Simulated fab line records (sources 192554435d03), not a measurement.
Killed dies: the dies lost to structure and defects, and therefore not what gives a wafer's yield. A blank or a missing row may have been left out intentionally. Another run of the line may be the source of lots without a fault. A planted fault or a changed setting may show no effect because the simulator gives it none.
fab line records ; flow n5Finfet ; part 1 of 2: steps 1 to 19 of 30
[record] lots = 5; wafers = 15; lastDay = 16
route steps=1938 shown HKMG_FIN@397
lots untouched by any fault: they come from a run of this same line in which no faults occurred
startH: the number of hours between the record's first day and the start of the first shown wafer of the lot ; waitH: time in hours since the lot's previous step ; " the same as in the row above ; L1.1+2: a row that stands for several wafers ; - no value present, or no start provided ; * or withheld: withheld ; < > ~ a bound
route shown NAME@n: NAME is a module with steps in the file, n the number in the route of the first one ; usual: mean/standard deviation of fault-free wafers ; same: alike in all rows ; chamber/n: place in a boat ; sites: the reading at each site ; _std_site: the standard deviation of these ; _edge_site: outer sites' mean less inner sites' ; radiusMm: how far each site lies from the wafer's centre ; mask NAME#n: copy n ; behind: the most recent tool/chamber to have shaped the wafer ; hold: why the lot was held/for how many hours/how that ended ; device: names the non-switching transistor (n, p or np) ; end of line: the same wafers' tests at the end of the route ; a step given without rows: its recipe and nothing more ; killed: the dies lost at the first sort to structure and to defects; this is not the yield of the wafer ; map: a wafer's dies, marking killed ones x, the rest . and places with no die _
set.NAME: the setting the step ran with; set.NAME@STEP: the setting that earlier step ran with ; model.NAME: the simulator's own value behind a step, which no gauge read
certain route steps with their lots: each step a table, each wafer a row
services: a tool's chamber out of use, with start hour (startH, from the record's first day; less than 0 if before it), hours out, and reason
[[steps]]
[step N5_HKMG_FIN_DEVELOP_48]
[recipe] developTimeS = 30; developer = TMAH; resist = CAR-ArF; rinseLiquid = diw; dry = airSpin; devTempC = 23
lot.wafer;tool;chamber;startH;waitH
L077.2+3+5;lithoTrack-05;0;-;-
L087.2+3+6;lithoTrack-04;0;-;-
L088.1+3+6;lithoTrack-03;0;-;-
L089.2+3+4;lithoTrack-04;0;-;-
L090.1+2+5;lithoTrack-04;0;-;-
[step N5_HKMG_FIN_CD_MEAS_49]
[recipe] targetCdNm = 202; landingEnergyEv = 500; detector = seInlens; polarity = opening
[usual] cdNm = 202.0/0.72
lot.wafer;tool;chamber;startH;waitH;cdNm
L077.2;cdSem-02;0;89.09;-;202.0
L077.3;cdSem-02;0;89.09;-;202.6
L077.5;cdSem-02;0;89.09;-;202.2
L087.2;cdSem-03;0;148.75;-;202.4
L087.3;cdSem-03;0;148.75;-;201.9
L087.6;cdSem-03;0;148.75;-;201.4
L088.1;cdSem-01;0;157.80;-;202.8
L088.3;cdSem-01;0;157.80;-;202.2
L088.6;cdSem-01;0;157.80;-;202.8
L089.2;cdSem-02;0;164.39;-;202.2
L089.3;cdSem-02;0;164.39;-;201.1
L089.4;cdSem-02;0;164.39;-;202.2
L090.1;cdSem-03;0;169.02;-;203.1
L090.2;cdSem-03;0;169.02;-;202.3
L090.5;cdSem-03;0;169.02;-;201.8
[step N5_HKMG_FIN_OVL_MEAS_50]
[recipe] pointsPerWafer = 44
[usual] NDIPOLE_OVL = -0.3/0.73
lot.wafer;tool;chamber;startH;waitH;NDIPOLE_OVL[nm]
L077.2;overlay-01;0;89.11;0.0;-1.1
L077.3;overlay-01;0;89.11;0.0;0.3
L077.5;overlay-01;0;89.11;0.0;0.5
L087.2;overlay-02;0;148.78;0.0;0.5
L087.3;overlay-02;0;148.78;0.0;-0.5
L087.6;overlay-02;0;148.78;0.0;-0.5
L088.1;overlay-02;0;157.83;0.0;1.0
L088.3;overlay-02;0;157.83;0.0;0.7
L088.6;overlay-02;0;157.83;0.0;-0.6
L089.2;overlay-02;0;164.42;0.0;-0.3
L089.3;overlay-02;0;164.42;0.0;-0.6
L089.4;overlay-02;0;164.42;0.0;-0.8
L090.1;overlay-02;0;169.05;0.0;-0.8
L090.2;overlay-02;0;169.05;0.0;-1.3
L090.5;overlay-02;0;169.05;0.0;-1.2
[step N5_HKMG_FIN_INSPECT_61]
[recipe] mode = adi; inspectInstrument = macro
[usual] rawDefectCount = 2.0/1.3
lot.wafer;tool;chamber;startH;waitH;rawDefectCount
L077.2;defectInspect-01;-;89.14;0.0;1
L077.3;defectInspect-01;-;89.14;0.0;3
L077.5;defectInspect-01;-;89.14;0.0;4
L087.2;defectInspect-01;-;148.80;0.0;2
L087.3;defectInspect-01;-;148.80;0.0;4
L087.6;defectInspect-01;-;148.80;0.0;2
L088.1;defectInspect-02;-;157.85;0.0;1
L088.3;defectInspect-02;-;157.85;0.0;2
L088.6;defectInspect-02;-;157.85;0.0;2
L089.2;defectInspect-02;-;164.44;0.0;1
L089.3;defectInspect-02;-;164.44;0.0;1
L089.4;defectInspect-02;-;164.44;0.0;3
L090.1;defectInspect-02;-;169.07;0.0;4
L090.2;defectInspect-02;-;169.07;0.0;1
L090.5;defectInspect-02;-;169.07;0.0;1
[step N5_HKMG_FIN_DESCUM_53]
[recipe] chemistry = O2; timeS = 7.9; sourcePowerW = 50; biasPowerW = 20; pressureMtorr = 20; rfFrequencyHz = 2.712e+07; tempC = 40; resist = CAR-ArF; o2FlowSccm = 225
[usual] drypumpMotorCurrentA = 5.8/0.46; oesProductAu = 0.76/0.089; rfVppV = 242.6/1.2; showerheadPlenumPTorr = 2.06/0.059; throttleValvePct = 20.4/0.31
lot.wafer;tool;chamber;startH;waitH;drypumpMotorCurrentA;oesProductAu;rfHoursCounterH;rfVppV;showerheadPlenumPTorr;throttleValvePct
L077.2;rieDiel-05;2;89.32;0.2;5.1;0.74;179;244.3;2.17;20.2
L077.3;rieDiel-05;3;89.32;0.2;5.6;0.70;239;242.5;2.05;20.6
L077.5;rieDiel-05;1;89.32;0.2;6.1;0.95;-;242.1;2.07;20.2
L087.2;rieDiel-05;0;148.83;0.0;5.7;0.68;231;240.9;2.01;20.8
L087.3;rieDiel-05;2;148.83;0.0;5.1;0.73;195;244.6;2.17;20.2
L087.6;rieDiel-05;1;148.83;0.0;6.1;0.88;-;242.5;2.06;20.2
L088.1;rieDiel-06;3;157.89;0.0;6.5;0.87;46;241.2;2.02;20.1
L088.3;rieDiel-06;2;157.89;0.0;5.5;0.70;190;241.2;1.98;20.4
L088.6;rieDiel-06;0;157.89;0.0;6.6;0.70;-;242.5;2.06;20.7
L089.2;rieDiel-05;1;164.48;0.0;6.1;0.88;39;241.9;2.06;20.2
L089.3;rieDiel-05;0;164.48;0.0;5.7;0.69;237;239.6;2.01;20.8
L089.4;rieDiel-05;1;164.48;0.0;6.0;0.88;-;242.4;2.06;20.2
L090.1;rieDiel-05;2;169.11;0.0;5.1;0.70;204;244.9;2.16;20.3
L090.2;rieDiel-05;1;169.11;0.0;6.1;0.87;40;240.9;2.06;20.2
L090.5;rieDiel-05;1;169.11;0.0;6.1;0.86;-;241.9;2.06;20.2
[step N5_HKMG_FIN_ETCH_54]
[recipe] chemistry = CF4; target = SiARC; targetDepthA = 455; maskMaterial = CAR-ArF; timeS = 75.8; ionEnergyEv = 80; pressureMtorr = 40; sourceW = 545; biasW = 36; Ar_flow_sccm = 100; cf4FlowSccm = 100; ends = cleared
[usual] drypumpMotorCurrentA = 5.8/0.46; etchRfOnTimeS = 75.1/2.4; oesProductAu = 0.66/0.082; rfVppV = 183.6/1.1; showerheadPlenumPTorr = 2.10/0.067; throttleValvePct = 15.59/0.29
lot.wafer;tool;chamber;startH;waitH;drypumpMotorCurrentA;etchRfOnTimeS;oesProductAu;rfHoursCounterH;rfVppV;showerheadPlenumPTorr;throttleValvePct
L077.2;rieDiel-05;2;89.36;0.0;5.1;78.1;0.62;179;183.8;2.24;15.58
L077.3;rieDiel-05;3;89.36;0.0;5.6;76.2;0.58;239;182.3;2.13;15.89
L077.5;rieDiel-05;1;89.36;0.0;6.0;73.6;0.80;-;182.8;2.11;15.17
L087.2;rieDiel-05;0;148.87;0.0;5.7;75.6;0.59;231;181.6;2.03;15.85
L087.3;rieDiel-05;2;148.87;0.0;5.1;78.3;0.61;195;184.4;2.24;15.59
L087.6;rieDiel-05;1;148.87;0.0;6.0;74.6;0.75;-;183.8;2.10;15.22
L088.1;rieDiel-06;3;157.92;0.0;6.4;70.4;0.78;46;184.5;2.06;15.32
L088.3;rieDiel-06;2;157.92;0.0;5.5;77.1;0.62;190;181.8;2.03;15.69
L088.6;rieDiel-06;0;157.92;0.0;6.6;76.7;0.60;-;185.0;2.13;16.03
L089.2;rieDiel-05;1;164.51;0.0;6.1;73.2;0.75;39;184.5;2.10;15.23
L089.3;rieDiel-05;0;164.51;0.0;5.7;75.0;0.59;237;182.1;2.03;15.87
L089.4;rieDiel-05;1;164.51;0.0;6.0;73.3;0.75;-;183.3;2.10;15.23
L090.1;rieDiel-05;2;169.14;0.0;5.1;78.8;0.60;204;183.5;2.23;15.62
L090.2;rieDiel-05;1;169.14;0.0;6.0;74.8;0.74;40;182.1;2.10;15.24
L090.5;rieDiel-05;1;169.14;0.0;6.1;74.8;0.74;-;184.6;2.10;15.24
[step N5_HKMG_FIN_ETCH_55]
[recipe] chemistry = N2/H2; target = SOC; targetDepthA = 2400; tempC = 40; timeS = 300; ionEnergyEv = 200; maskMaterial = SiARC; pressureMtorr = 30; sourceW = 840; biasW = 150; n2FlowSccm = 200; h2FlowSccm = 200
[usual] drypumpMotorCurrentA = 5.8/0.46; oesProductAu = 0.77/0.095; rfVppV = 522.4/2.3; showerheadPlenumPTorr = 2.50/0.08; throttleValvePct = 17.83/0.26
lot.wafer;tool;chamber;startH;waitH;drypumpMotorCurrentA;oesProductAu;rfHoursCounterH;rfVppV;showerheadPlenumPTorr;throttleValvePct
L077.2;rieDiel-05;2;89.42;0.0;5.1;0.73;179;526.6;2.65;17.71
L077.3;rieDiel-05;3;89.42;0.0;5.6;0.68;239;523.0;2.53;18.37
L077.5;rieDiel-05;1;89.42;0.0;6.0;0.95;-;523.1;2.52;17.62
L087.2;rieDiel-05;0;148.93;0.0;5.7;0.70;231;520.0;2.38;17.85
L087.3;rieDiel-05;2;148.93;0.0;5.1;0.71;196;527.9;2.64;17.72
L087.6;rieDiel-05;1;148.93;0.0;6.1;0.88;-;520.6;2.51;17.63
L088.1;rieDiel-06;3;157.98;0.0;6.5;0.91;46;522.0;2.48;17.74
L088.3;rieDiel-06;2;157.98;0.0;5.5;0.72;190;519.9;2.44;18.16
L088.6;rieDiel-06;0;157.98;0.0;6.6;0.70;-;521.8;2.48;18.02
L089.2;rieDiel-05;1;164.57;0.0;6.1;0.87;39;521.3;2.51;17.65
L089.3;rieDiel-05;0;164.57;0.0;5.8;0.69;237;521.6;2.38;17.86
L089.4;rieDiel-05;1;164.57;0.0;6.1;0.88;-;521.4;2.51;17.66
L090.1;rieDiel-05;2;169.20;0.0;5.1;0.71;204;524.8;2.64;17.74
L090.2;rieDiel-05;1;169.20;0.0;6.1;0.88;40;522.3;2.51;17.67
L090.5;rieDiel-05;1;169.20;0.0;6.1;0.87;-;521.1;2.51;17.67
[step N5_HKMG_FIN_STRIP_56]
[recipe] chemistry = N2/H2; tempC = 40; n2FlowSccm = 200; h2FlowSccm = 200; rfFrequencyHz = 6e+07
lot.wafer;tool;chamber;startH;waitH
L077.2+3+5;rieDiel-05;2,3,1;89.60;0.1
L087.2+3+6;rieDiel-05;0,2,1;149.11;0.1
L088.1+3+6;rieDiel-06;3,2,0;158.16;0.1
L089.2+3+4;rieDiel-05;1,0,1;164.75;0.1
L090.1+2+5;rieDiel-05;2,1,1;169.38;0.1
[step N5_HKMG_FIN_STRIP_57]
[recipe] chemistry = CF4; resist = SiARC; powerW = 300; biasPowerW = 75; pressureMtorr = 50; cf4FlowSccm = 150; rfFrequencyHz = 6e+07
[usual] drypumpMotorCurrentA = 5.8/0.47; oesProductAu = 0.76/0.081; rfVppV = 270.6/1.4; showerheadPlenumPTorr = 1.76/0.056; throttleValvePct = 13.6/0.31
lot.wafer;tool;chamber;startH;waitH;drypumpMotorCurrentA;oesProductAu;rfHoursCounterH;rfVppV;showerheadPlenumPTorr;throttleValvePct
L077.2;rieDiel-05;2;89.61;0.0;5.1;0.73;179;273.4;1.88;13.5
L077.3;rieDiel-05;3;89.61;0.0;5.6;0.68;239;269.9;1.77;13.8
L077.5;rieDiel-05;1;89.61;0.0;6.0;0.91;-;269.2;1.76;13.1
L087.2;rieDiel-05;0;149.12;0.0;5.7;0.69;231;268.4;1.70;13.8
L087.3;rieDiel-05;2;149.12;0.0;5.1;0.72;196;272.5;1.87;13.6
L087.6;rieDiel-05;1;149.12;0.0;6.0;0.87;-;269.8;1.75;13.1
L088.1;rieDiel-06;3;158.17;0.0;6.5;0.87;46;270.4;1.73;13.3
L088.3;rieDiel-06;2;158.17;0.0;5.4;0.70;190;269.4;1.71;13.7
L088.6;rieDiel-06;0;158.17;0.0;6.6;0.70;-;269.7;1.79;14.0
L089.2;rieDiel-05;1;164.76;0.0;6.0;0.86;39;271.6;1.75;13.1
L089.3;rieDiel-05;0;164.76;0.0;5.7;0.68;237;270.3;1.70;13.8
L089.4;rieDiel-05;1;164.76;0.0;6.0;0.85;-;270.0;1.75;13.1
L090.1;rieDiel-05;2;169.39;0.0;5.1;0.72;204;271.9;1.87;13.6
L090.2;rieDiel-05;1;169.39;0.0;6.1;0.86;41;270.0;1.75;13.1
L090.5;rieDiel-05;1;169.39;0.0;6.0;0.84;-;270.4;1.75;13.1
[step N5_HKMG_FIN_ETCH_58]
[recipe] chemistry = N2/H2; target = SOC; targetDepthA = 2158; ionEnergyEv = 50; biasW = 13; timeS = 741; pressureMtorr = 30; sourceW = 875; n2FlowSccm = 200; h2FlowSccm = 200
[usual] drypumpMotorCurrentA = 5.8/0.46; oesProductAu = 0.77/0.097; rfVppV = 98.9/0.89; showerheadPlenumPTorr = 2.50/0.08; throttleValvePct = 17.79/0.26
lot.wafer;tool;chamber;startH;waitH;drypumpMotorCurrentA;oesProductAu;rfHoursCounterH;rfVppV;showerheadPlenumPTorr;throttleValvePct
L077.2;rieDiel-05;2;89.63;0.0;5.1;0.72;179;98.5;2.65;17.64
L077.3;rieDiel-05;3;89.63;0.0;5.6;0.69;239;99.5;2.53;18.32
L077.5;rieDiel-05;1;89.63;0.0;6.1;0.94;-;98.7;2.52;17.56
L087.2;rieDiel-05;0;149.14;0.0;5.7;0.70;231;97.7;2.38;17.79
L087.3;rieDiel-05;2;149.14;0.0;5.1;0.70;196;99.8;2.64;17.68
L087.6;rieDiel-05;1;149.14;0.0;6.1;0.89;-;99.0;2.51;17.60
L088.1;rieDiel-06;3;158.19;0.0;6.5;0.90;47;98.3;2.48;17.68
L088.3;rieDiel-06;2;158.19;0.0;5.5;0.72;190;98.4;2.44;18.13
L088.6;rieDiel-06;0;158.19;0.0;6.6;0.70;-;98.7;2.48;18.00
L089.2;rieDiel-05;1;164.78;0.0;6.1;0.88;39;99.0;2.51;17.61
L089.3;rieDiel-05;0;164.78;0.0;5.7;0.69;237;99.3;2.38;17.83
L089.4;rieDiel-05;1;164.78;0.0;6.0;0.87;-;99.0;2.51;17.62
L090.1;rieDiel-05;2;169.41;0.0;5.1;0.70;204;99.7;2.64;17.69
L090.2;rieDiel-05;1;169.41;0.0;6.1;0.88;41;98.4;2.51;17.63
L090.5;rieDiel-05;1;169.41;0.0;6.1;0.88;-;100.1;2.51;17.62
[step N5_HKMG_FIN_STRIP_93]
[recipe] chemistry = N2/H2; material = SOC; timeS = 20; powerW = 500; tempC = 40; pressureMtorr = 50; rfFrequencyHz = 6e+07; biasPowerW = 8; h2Frac = 0.5; n2FlowSccm = 300; h2FlowSccm = 300
[usual] drypumpMotorCurrentA = 5.8/0.46; oesProductAu = 0.77/0.098; rfVppV = 54.1/0.88; showerheadPlenumPTorr = 3.30/0.1; throttleValvePct = 19.0/0.43
lot.wafer;tool;chamber;startH;waitH;drypumpMotorCurrentA;oesProductAu;rfHoursCounterH;rfVppV;showerheadPlenumPTorr;throttleValvePct
L077.2;rieDiel-05;2;90.05;0.2;5.1;0.72;179;54.1;3.49;18.8
L077.3;rieDiel-05;3;90.05;0.2;5.7;0.68;239;54.3;3.34;20.2
L077.5;rieDiel-05;1;90.05;0.2;6.1;0.93;-;53.3;3.33;18.9
L087.2;rieDiel-05;0;149.56;0.2;5.7;0.68;231;53.9;3.15;18.8
L087.3;rieDiel-05;2;149.56;0.2;5.1;0.71;196;54.3;3.49;18.8
L087.6;rieDiel-05;1;149.56;0.2;6.1;0.88;-;54.5;3.32;18.9
L088.1;rieDiel-06;3;158.61;0.2;6.5;0.93;47;53.7;3.28;19.0
L088.3;rieDiel-06;2;158.61;0.2;5.5;0.71;190;53.3;3.23;19.7
L088.6;rieDiel-06;0;158.61;0.2;6.6;0.70;-;53.3;3.28;19.2
L089.2;rieDiel-05;1;165.21;0.2;6.1;0.87;39;52.2;3.32;18.9
L089.3;rieDiel-05;0;165.21;0.2;5.7;0.68;238;54.1;3.15;18.8
L089.4;rieDiel-05;1;165.21;0.2;6.1;0.88;-;55.9;3.32;18.9
L090.1;rieDiel-05;2;169.84;0.2;5.1;0.71;204;54.1;3.48;18.9
L090.2;rieDiel-05;1;169.84;0.2;6.1;0.87;41;54.9;3.31;18.9
L090.5;rieDiel-05;1;169.84;0.2;6.0;0.87;-;55.0;3.31;18.9
[step N5_HKMG_FIN_WET_ETCH_76]
[recipe] chemistry = dNH4OH; mix = 1:50; tempC = 25; target = Al2O3; stopOn = La2O3; targetDepthNm = 2.25; dry = ipaMarangoni; rinseTimeS = 30; rinseTempC = 23
[usual] bathHeatDutyPct = 6.4/0.73
lot.wafer;tool;chamber;startH;waitH;bathHeatDutyPct
L077.2;wetBench-01;3;90.13;0.1;5.5
L077.3;wetBench-01;0;90.13;0.1;6.9
L077.5;wetBench-01;5;90.13;0.1;6.0
L087.2;wetBench-05;7;149.64;0.1;5.0
L087.3;wetBench-05;5;149.64;0.1;6.7
L087.6;wetBench-05;4;149.64;0.1;6.8
L088.1;wetBench-06;4;158.70;0.1;5.6
L088.3;wetBench-06;0;158.70;0.1;7.4
L088.6;wetBench-06;5;158.70;0.1;6.3
L089.2;wetBench-01;0;165.29;0.1;6.6
L089.3;wetBench-01;5;165.29;0.1;5.2
L089.4;wetBench-01;4;165.29;0.1;5.6
L090.1;wetBench-01;5;169.92;0.1;5.4
L090.2;wetBench-01;6;169.92;0.1;5.8
L090.5;wetBench-01;7;169.92;0.1;6.4
[step N5_HKMG_FIN_STRIP_60]
[recipe] chemistry = N2/H2; powerW = 2500; tempC = 300; h2Frac = 0.65; timeS = 360; pressureMtorr = withheld; n2FlowSccm = 1750; h2FlowSccm = 3250
[usual] drypumpMotorCurrentA = 5.77/0.28; heaterPowerW = 470/45
lot.wafer;tool;chamber;startH;waitH;drypumpMotorCurrentA;heaterPowerW;rfHoursCounterH
L077.2;plasmaAsher-01;1;90.21;0.0;5.46;426;94
L077.3;plasmaAsher-01;0;90.21;0.0;6.23;521;-
L077.5;plasmaAsher-01;1;90.21;0.0;5.45;425;-
L087.2;plasmaAsher-02;1;149.78;0.1;5.63;499;49
L087.3;plasmaAsher-02;1;149.78;0.1;5.63;502;-
L087.6;plasmaAsher-02;0;149.78;0.1;5.79;421;-
L088.1;plasmaAsher-02;1;158.76;0.0;5.62;506;52
L088.3;plasmaAsher-02;0;158.76;0.0;5.81;434;-
L088.6;plasmaAsher-02;0;158.76;0.0;5.80;427;-
L089.2;plasmaAsher-02;0;165.36;0.0;5.82;427;54
L089.3;plasmaAsher-02;1;165.36;0.0;5.62;511;-
L089.4;plasmaAsher-02;0;165.36;0.0;5.81;429;-
L090.1;plasmaAsher-02;0;169.99;0.0;5.83;430;55
L090.2;plasmaAsher-02;1;169.99;0.0;5.59;495;55
L090.5;plasmaAsher-02;0;169.99;0.0;5.82;433;-
[step N5_HKMG_FIN_WET_ETCH_77]
[recipe] chemistry = dHCl; mix = 1:10000; tempC = 25; target = La2O3; stopOn = HfO2; targetDepthNm = 2
[usual] bathHeatDutyPct = 6.3/0.75
lot.wafer;tool;chamber;startH;waitH;bathHeatDutyPct
L077.2;wetBench-01;1;90.59;0.3;6.1
L077.3;wetBench-01;3;90.59;0.3;5.6
L077.5;wetBench-01;5;90.59;0.3;6.4
L087.2;wetBench-01;2;150.17;0.3;6.0
L087.3;wetBench-01;3;150.17;0.3;5.8
L087.6;wetBench-01;0;150.17;0.3;7.2
L088.1;wetBench-06;5;159.17;0.3;5.9
L088.3;wetBench-06;1;159.17;0.3;7.0
L088.6;wetBench-06;7;159.17;0.3;6.7
L089.2;wetBench-01;3;165.92;0.4;5.1
L089.3;wetBench-01;5;165.92;0.4;5.3
L089.4;wetBench-01;2;165.92;0.4;6.7
L090.1;wetBench-06;7;170.37;0.3;7.3
L090.2;wetBench-06;6;170.37;0.3;6.9
L090.5;wetBench-06;3;170.37;0.3;7.0
[step N5_HKMG_FIN_WET_ETCH_78]
[recipe] chemistry = dNH4OH; mix = 1:50; tempC = 25; target = Al2O3; stopOn = La2O3; targetDepthNm = 4.5; dry = ipaMarangoni; rinseTimeS = 30; rinseTempC = 23
[usual] bathHeatDutyPct = 6.3/0.73
lot.wafer;tool;chamber;startH;waitH;bathHeatDutyPct
L077.2;wetBench-01;1;90.63;0.0;5.8
L077.3;wetBench-01;3;90.63;0.0;5.9
L077.5;wetBench-01;5;90.63;0.0;6.0
L087.2;wetBench-01;2;150.20;0.0;6.2
L087.3;wetBench-01;3;150.20;0.0;5.4
L087.6;wetBench-01;0;150.20;0.0;7.4
L088.1;wetBench-06;5;159.20;0.0;6.3
L088.3;wetBench-06;1;159.20;0.0;6.8
L088.6;wetBench-06;7;159.20;0.0;8.0
L089.2;wetBench-01;3;165.95;0.0;5.4
L089.3;wetBench-01;5;165.95;0.0;5.4
L089.4;wetBench-01;2;165.95;0.0;6.4
L090.1;wetBench-06;7;170.40;0.0;7.2
L090.2;wetBench-06;6;170.40;0.0;7.1
L090.5;wetBench-06;3;170.40;0.0;6.3
[step N5_HKMG_FIN_ALD_79]
[recipe] material = TiN; targetThkA = 15; tempC = 400; aldPrecursorFamily = TiCl4; aldCoReactant = NH3; pulseTimeS = 1; purgeTimeS = 3; coReactantPurgeTimeS = 2; coReactantPulseTimeS = 2; aldCycles = 68; pressureTorr = 3
[usual] heaterPowerW = 940/100; precursorPulseHeightRel = 1.002/0.019
[same] aldCycles = 68; pulseTimeS = 1; purgeTimeS = 3
lot.wafer;tool;chamber;startH;waitH;heaterPowerW;precursorPulseHeightRel
L077.2;aldMetal-03;1;90.70;0.0;1063;0.991
L077.3;aldMetal-03;3;90.70;0.0;1046;0.994
L077.5;aldMetal-03;3;90.70;0.0;1006;0.983
L087.2;aldMetal-04;1;150.27;0.0;957;0.992
L087.3;aldMetal-04;3;150.27;0.0;1028;1.019
L087.6;aldMetal-04;0;150.27;0.0;867;0.978
L088.1;aldMetal-03;2;159.27;0.0;923;1.001
L088.3;aldMetal-03;3;159.27;0.0;1012;1.011
L088.6;aldMetal-03;2;159.27;0.0;891;0.985
L089.2;aldMetal-04;1;166.02;0.0;964;0.988
L089.3;aldMetal-04;2;166.02;0.0;1029;1.002
L089.4;aldMetal-04;0;166.02;0.0;853;1.011
L090.1;aldMetal-01;3;170.47;0.0;881;0.986
L090.2;aldMetal-01;2;170.47;0.0;1065;0.981
L090.5;aldMetal-01;1;170.47;0.0;869;0.975
[step N5_HKMG_FIN_CVD_62]
[recipe] material = a-Si; targetThkA = 30; tempC = 500; precursor = Si2H6; pressureTorr = 1; timeS = 20.8
[usual] heaterPowerW = 1456/100
lot.wafer;tool;chamber;startH;waitH;heaterPowerW
L077.2;thermalCvdSi-01;2;91.06;0.2;1604
L077.3;thermalCvdSi-01;1;91.06;0.2;1356
L077.5;thermalCvdSi-01;0;91.06;0.2;1327
L087.2;thermalCvdSi-01;2;150.63;0.2;1629
L087.3;thermalCvdSi-01;0;150.63;0.2;1381
L087.6;thermalCvdSi-01;2;150.63;0.2;1629
L088.1;thermalCvdSi-02;2;159.64;0.2;1512
L088.3;thermalCvdSi-02;0;159.64;0.2;1532
L088.6;thermalCvdSi-02;0;159.64;0.2;1569
L089.2;thermalCvdSi-01;2;166.38;0.2;1626
L089.3;thermalCvdSi-01;0;166.38;0.2;1368
L089.4;thermalCvdSi-01;2;166.38;0.2;1619
L090.1;thermalCvdSi-02;1;170.84;0.2;1379
L090.2;thermalCvdSi-02;0;170.84;0.2;1514
L090.5;thermalCvdSi-02;0;170.84;0.2;1515
[step N5_HKMG_FIN_RTA_80]
[recipe] tempC = withheld; timeS = 2; ambient = N2; idleTempC = 600; rampUpCPerS = 150; rampDownCPerS = 60; coolToC = 600
lot.wafer;tool;chamber;startH;waitH
L077.2+3+5;rtpAnneal-01;0;91.22;0.1
L087.2+3+6;rtpAnneal-02;0;150.90;0.2
L088.1+3+6;rtpAnneal-02;0;160.02;0.3
L089.2+3+4;rtpAnneal-01;0;166.61;0.2
L090.1+2+5;rtpAnneal-01;0;171.20;0.3
[step N5_HKMG_FIN_PRECLEAN_64]
[recipe] chemistry = dHF; timeS = 30; tempC = 25; dilution = withheld
lot.wafer;tool;chamber;startH;waitH
L077.2+3+5;wetBench-01;5,1,0;91.34;0.1
L087.2+3+6;wetBench-05;2,1,6;151.03;0.1
L088.1+3+6;wetBench-06;6,0,4;160.17;0.1
L089.2+3+4;wetBench-06;2,3,7;166.74;0.1
L090.1+2+5;wetBench-05;4,6,0;171.35;0.1
